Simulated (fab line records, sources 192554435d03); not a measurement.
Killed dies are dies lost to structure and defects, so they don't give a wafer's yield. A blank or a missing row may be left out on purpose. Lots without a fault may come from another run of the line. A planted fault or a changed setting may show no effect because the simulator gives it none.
fab line records | flow n5_finfet
record lots=4 wafers=12 last_day=15
route steps=1938 shown FIN_SAQP@134 FIN_CUT@154 STI_FIN_REVEAL@196 BEOL_M4@1111
lots that met no fault: from a run of the same line without faults
start_h: hours from the record's first day to the start of the lot's first wafer shown | wait_h: hours since the lot's step before | " the same as in the row above | L1.1+2: a row that stands for several wafers | - no value, or no start given | * or withheld: withheld | < > ~ a bound
route shown NAME@n: a module of which the file shows steps, and the number in the route of the first | usual: mean/standard deviation of fault-free wafers | same: alike in all rows | chamber/n: place in a boat | sites: the reading at each site | _std_site: their standard deviation | _edge_site: outer sites' mean less inner sites' | radius_mm: how far each site lies from the wafer's centre | mask NAME#n: copy n | behind: the tool/chamber that last shaped the wafer | hold: why the lot was held/for how many hours/how that ended | device: the transistor (n, p or np) that didn't switch | end of line: the same wafers' tests at the end of the route | a step without rows: its recipe alone | killed: dies lost to structure and defects at the first sort, not the wafer's yield | map: a wafer's dies, x killed, . not, _ none there
set.NAME: the setting as run; set.NAME@STEP: as run at that earlier step | model.NAME: the simulator's own value behind a step, which no gauge read
lots at some steps of the route; a table a step, a row a wafer
services: from which hour (start_h, from the record's first day; less than 0 if before it) a tool's chamber was out of use, for how many hours, and why
## steps
# step N5_FIN_SAQP_ETCH_69
# recipe chemistry=N2/H2 target=SOC target_depth_a=1500 stop_on=SiNx ion_energy_ev=100 bias_w=61 pressure_mtorr=30 source_w=850 n2_flow_sccm=200 h2_flow_sccm=200
# step N5_FIN_SAQP_ETCH_67
# recipe chemistry=CH3F/O2 target=SiNx target_depth_a=300 mask_material=SOC pressure_mtorr=30 source_w=395 bias_w=73 Ar_flow_sccm=150 CH3F_flow_sccm=30 O2_flow_sccm=20 ion_energy_ev=120
# step N5_FIN_SAQP_STRIP_70
# recipe chemistry=N2/H2 power_w=500 temp_c=40 pressure_mtorr=50 rf_frequency_hz=6e+07 overash_fraction=0.3 bias_power_w=28 h2_frac=0.5 n2_flow_sccm=300 h2_flow_sccm=300
# step N5_FIN_SAQP_RECESS_71
# recipe chemistry=HF/NH3 target=SiO2 target_depth_a=30 afs_cycles=1 temp_c=30 sublimation_temp_c=180 sublimation_time_s=60
# step N5_FIN_SAQP_SPACER2_ALD_28
# recipe material=SiO2 target_thk_a=81 temp_c=300 ald_precursor_family=BDEAS ald_co_reactant=O2-plasma pulse_time_s=1 purge_time_s=2 co_reactant_purge_time_s=2 pressure_torr=2
# step N5_FIN_SAQP_SPACER2_ETCHBACK_29
# recipe chemistry=CHF3/O2 mode=anisotropic_etchback target=SiO2 target_depth_a=122 time_s=6.1 pressure_mtorr=30 source_w=650 bias_w=170 Ar_flow_sccm=200 CHF3_flow_sccm=50 O2_flow_sccm=5 ion_energy_ev=200
# step N5_FIN_SAQP_MANDREL2_REMOVE_60
# recipe chemistry=HBr/Cl2/O2 bt_time_s=10 target=a-Si stop_on=SiNx endpoint=OES-SiCl over_etch_frac=1 icp_w=600 bias_w=22 HBr_flow_sccm=150 Cl2_flow_sccm=80 O2_flow_sccm=5 pressure_mtorr=10
# step N5_FIN_SAQP_HM_OPEN_33
# recipe chemistry=CH3F/O2 target=SiNx mask_material=SiO2 target_depth_a=494 time_s=70.6 pressure_mtorr=30 source_w=395 bias_w=73 Ar_flow_sccm=150 CH3F_flow_sccm=30 O2_flow_sccm=20 ion_energy_ev=120 ends=cleared
# step N5_FIN_SAQP_ETCH_34
# recipe chemistry=C4F6/O2 target=SiO2 target_depth_a=450 time_s=15 ion_energy_ev=250 pressure_mtorr=30 source_w=345 bias_w=185 Ar_flow_sccm=300 C4F6_flow_sccm=10 O2_flow_sccm=10 ends=cleared
# step N5_FIN_SAQP_STRIP_77
# recipe chemistry=N2/H2 time_s=90 power_w=100 temp_c=40 pressure_mtorr=100 rf_frequency_hz=6e+07 bias_power_w=3 n2_flow_sccm=300 h2_flow_sccm=300
# step N5_FIN_SAQP_ETCH_64
# recipe chemistry=CF4 target=SiO2 target_depth_a=15 ion_energy_ev=350 pressure_mtorr=10 icp_w=800 bias_w=400 cf4_flow_sccm=80
# usual drypump_motor_current_A=5.5/0.33 oes_product_au=1.004/0.025 throttle_valve_pct=21.75/0.29
# columns lot.wafer tool chamber start_h wait_h drypump_motor_current_A oes_product_au rf_hours_counter_h throttle_valve_pct model.SiNx_of_FIN_SAQP_HM_DEP_03.thk_nm model.etch.depth_nm
L430.1 rie_si-05 2 43.56 0.0 5.8 0.980 90 21.48 31.8 1.534
L430.5 " 1 " " 4.8 0.979 - 21.43 32.6 1.512
L430.6 " 0 " " 5.6 1.023 - 22.25 31.8 1.558
L433.1 rie_si-05 1 62.39 0.0 4.8 0.986 7 21.42 32.2 1.49
L433.3 " 3 " " 5.5 1.385 84 22.20 31 2.443
L433.6 " 0 " " 5.6 1.486 - 22.40 31.4 2.648
L434.2 rie_si-05 1 68.75 0.0 4.8 0.980 7 21.42 32.4 1.496
L434.3 " 3 " " 5.5 1.392 84 22.19 31 2.453
L434.4 " 0 " " 5.6 1.464 175 22.40 31.2 2.613
L441.1 rie_si-01 0 110.54 0.0 5.2 0.984 44 22.17 32.4 1.434
L441.2 " 3 " " 5.6 0.969 55 21.58 32.6 1.453
L441.5 " 0 " " 5.2 0.989 - 22.16 32.6 1.433
# step N5_FIN_SAQP_FIN_ETCH_36
# recipe chemistry=HBr/Cl2/O2 target_depth_a=1200 mask_material=SiNx time_s=50.4 bias_w=102 pressure_mtorr=10 icp_w=800 HBr_flow_sccm=150 Cl2_flow_sccm=80 O2_flow_sccm=12
# step N5_FIN_SAQP_PRECLEAN_38
# recipe chemistry=O3/DIW time_s=45 temp_c=22 o3_ppm=10
# step N5_FIN_SAQP_PRECLEAN_45
# recipe chemistry=dHF time_s=10 dilution=500:1 temp_c=25
# step N5_FIN_SAQP_SRD_39
# recipe dry=ipa_marangoni time_s=30 temp_c=23 rinse_liquid=diw
# step N5_FIN_CUT_COAT_18
# recipe resist=SOC temp_c=250 time_s=60 spin_rpm=1500 resist_thk_nm=230
# step N5_FIN_CUT_COAT_19
# recipe resist=SiARC temp_c=220 time_s=60 spin_rpm=1500 resist_thk_nm=20
# step N5_FIN_CUT_COAT_29
# recipe resist=underlayer temp_c=205 time_s=60 spin_rpm=1500 resist_thk_nm=10
# step N5_FIN_CUT_COAT_02
# recipe resist=CAR-EUV spin_rpm=1500 resist_thk_nm=30
# step N5_FIN_CUT_EBR_04
# recipe solvent=PGMEA ebr_width_mm=1.5
# step N5_FIN_CUT_SOFTBAKE_03
# recipe temp_c=110 time_s=60 resist=CAR-EUV
# step N5_FIN_CUT_EXPOSE_05
# recipe mask_id=FIN_CUT na=0.33 source_shape=annular sigma_inner=0.35 sigma_outer=0.8 polarization=unpolarized dose_mj=45.75
# step N5_FIN_CUT_PEB_06
# recipe peb_temp_c=100 peb_time_s=60 resist=CAR-EUV
# step N5_FIN_CUT_DEVELOP_07
# recipe develop_time_s=30 developer=TMAH resist=CAR-EUV rinse_liquid=surfactant_rinse dry=air_spin dev_temp_c=23
# step N5_FIN_CUT_DESCUM_13
# recipe chemistry=O2 time_s=7 source_power_w=50 bias_power_w=20 pressure_mtorr=20 rf_frequency_hz=2.712e+07 temp_c=40 resist=CAR-EUV o2_flow_sccm=225
# step N5_FIN_CUT_ETCH_30
# recipe chemistry=N2/H2 target=underlayer target_depth_a=130 mask_material=CAR-EUV time_s=10.4 ion_energy_ev=200 pressure_mtorr=30 source_w=840 bias_w=150 n2_flow_sccm=200 h2_flow_sccm=200 ends=cleared
# step N5_FIN_CUT_ETCH_20
# recipe chemistry=CF4 target=SiARC target_depth_a=260 mask_material=CAR-EUV time_s=43.3 ion_energy_ev=80 pressure_mtorr=40 source_w=545 bias_w=36 Ar_flow_sccm=100 cf4_flow_sccm=100 ends=cleared
# step N5_FIN_CUT_ETCH_21
# recipe chemistry=N2/H2 target=SOC target_depth_a=2190 overetch_a=438 mask_material=SiARC temp_c=40 ion_energy_ev=100 bias_w=61 time_s=523.5 pressure_mtorr=30 source_w=850 n2_flow_sccm=200 h2_flow_sccm=200
# step N5_FIN_CUT_STRIP_23
# recipe chemistry=N2/H2 temp_c=40 n2_flow_sccm=200 h2_flow_sccm=200 rf_frequency_hz=6e+07
# step N5_FIN_CUT_STRIP_31
# recipe chemistry=N2/H2 temp_c=40 n2_flow_sccm=200 h2_flow_sccm=200 rf_frequency_hz=6e+07
# step N5_FIN_CUT_STRIP_24
# recipe chemistry=CF4 resist=SiARC power_w=300 bias_power_w=75 pressure_mtorr=50 cf4_flow_sccm=150 rf_frequency_hz=6e+07
# step N5_FIN_CUT_CUT_ETCH_26
# recipe chemistry=CH3F/O2 target=SiNx target_depth_a=390 mask_material=SOC time_s=55.7 pressure_mtorr=30 source_w=395 bias_w=73 Ar_flow_sccm=150 CH3F_flow_sccm=30 O2_flow_sccm=20 ion_energy_ev=120
# step N5_FIN_CUT_CUT_ETCH_27
# recipe chemistry=CHF3/O2 target=SiO2 target_depth_a=40 mask_material=SOC overetch_a=20 time_s=4.9 pressure_mtorr=30 source_w=650 bias_w=170 Ar_flow_sccm=200 CHF3_flow_sccm=50 O2_flow_sccm=5 ion_energy_ev=200
# step N5_FIN_CUT_PRECLEAN_35
# recipe time_s=13.3 temp_c=45 pressure_torr=125 p_hf_torr=3 p_coreactant_torr=25 chemistry=vHF
# step N5_STI_FIN_REVEAL_RECESS_09
# recipe chemistry=HF/NH3 target=SiO2 afs_cycles=11 target_depth_a=425 temp_c=30 sublimation_temp_c=180 sublimation_time_s=60
# usual drypump_motor_current_A=6.14/0.19
# same afs_cycles=11 sublimation_time_s=60
# columns lot.wafer tool chamber start_h wait_h drypump_motor_current_A model.SiNx_of_FIN_SAQP_HM_DEP_03.thk_nm
L430.1 vapor_etch-01 1 51.71 0.0 6.17 17.2
L430.5 " 0 52.77 1.1 6.04 18.2
L430.6 " 1 " " 6.15 17.4
L433.1 vapor_etch-02 0 70.68 0.0 5.88 17.8
L433.3 " 0 " " 5.89 17
L433.6 " 1 72.27 1.6 6.44 17
L434.2 vapor_etch-01 0 77.26 0.0 6.04 18
L434.3 " 0 " " 6.06 17
L434.4 " 1 " " 6.17 16.6
L441.1 vapor_etch-01 0 120.07 0.0 6.02 18.4
L441.2 " 1 " " 6.19 18.4
L441.5 " 1 121.13 1.1 6.18 18.6
# step N5_BEOL_M4_RC_MEAS_101
# usual DIBL_N=36.8/1.5 DIBL_P=37.1/2.1 IOFF_N=0.168/0.03 IOFF_P=0.22/0.034 ION_N=679/12 ION_P=466/8 SS_N=71.7/0.58 SS_P=73.5/0.67 VT_N=248.8/2.7 VT_P=-250/3.3
# columns lot.wafer tool chamber start_h wait_h DIBL_N[mV/V] DIBL_P[mV/V] IOFF_N[nA/um] IOFF_P[nA/um] ION_N[uA/um] ION_P[uA/um] SS_N[mV/dec] SS_P[mV/dec] VT_N[mV] VT_P[mV]
L430.1 prober-02 0 181.77 0.0 35.9 35.9 0.152 0.22 681 470 71.1 73.0 248.6 -248
L430.5 " 0 " " 36.3 36.4 0.153 0.24 696 480 71.0 72.7 249.3 -249
L430.6 " 0 " " 37.1 37.0 0.163 0.26 684 477 70.8 74.2 250.1 -245
L433.1 prober-01 0 197.91 0.0 34.8 37.5 0.160 0.23 683 468 71.2 73.8 247.8 -247
L433.3 " 0 " " 35.0 37.0 0.158 0.21 677 466 71.9 73.0 249.6 -250
L433.6 " 0 " " 33.9 35.8 0.146 0.19 676 462 71.3 73.4 248.7 -250
L434.2 prober-02 0 207.43 0.2 38.0 37.7 0.178 0.25 686 479 71.1 74.2 246.7 -245
L434.3 " 0 " " 37.1 35.7 0.165 0.21 690 479 71.4 72.8 249.1 -250
L434.4 " 0 " " 37.5 36.4 0.149 0.22 681 465 71.6 73.5 251.1 -246
L441.1 prober-02 0 246.51 0.0 36.5 35.4 0.151 0.23 669 462 72.3 74.0 251.1 -251
L441.2 " 0 " " 35.9 33.7 0.133 0.20 658 460 71.4 73.4 252.0 -249
L441.5 " 0 " " 35.8 34.1 0.135 0.20 660 457 71.8 73.0 253.2 -251
## services
# columns tool chamber start_h hours kind
vapor_etch-02 - 34.53 0.8 repair
vapor_etch-01 - 55.34 0.3 repair
vapor_etch-01 - 102.34 1.2 repair
vapor_etch-01 0 113.35 4.4 repair
## key
first_sign step=N5_FIN_SAQP_ETCH_64 reading=oes_product_au direction=up sigmas=17 usual=1.004 struck=1.432
effect none on later readings
model_effect step=N5_FIN_SAQP_ETCH_64 value=SiNx_of_FIN_SAQP_HM_DEP_03.thk_nm without=32.4 struck=31.15
model_effect step=N5_STI_FIN_REVEAL_RECESS_09 value=SiNx_of_FIN_SAQP_HM_DEP_03.thk_nm without=18.2 struck=16.9
met_at N5_FIN_SAQP_ETCH_64
struck_wafers L433.3,L433.6,L434.3,L434.4
onset_between 43.56 62.39
fault kind=process_parameter_drift tool=rie_si-05 chamber=- onset_h=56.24 steps=N5_FIN_SAQP_ETCH_64 channel=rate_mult offset=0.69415 shape=step end_h=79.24 scope=struck_wafers_only
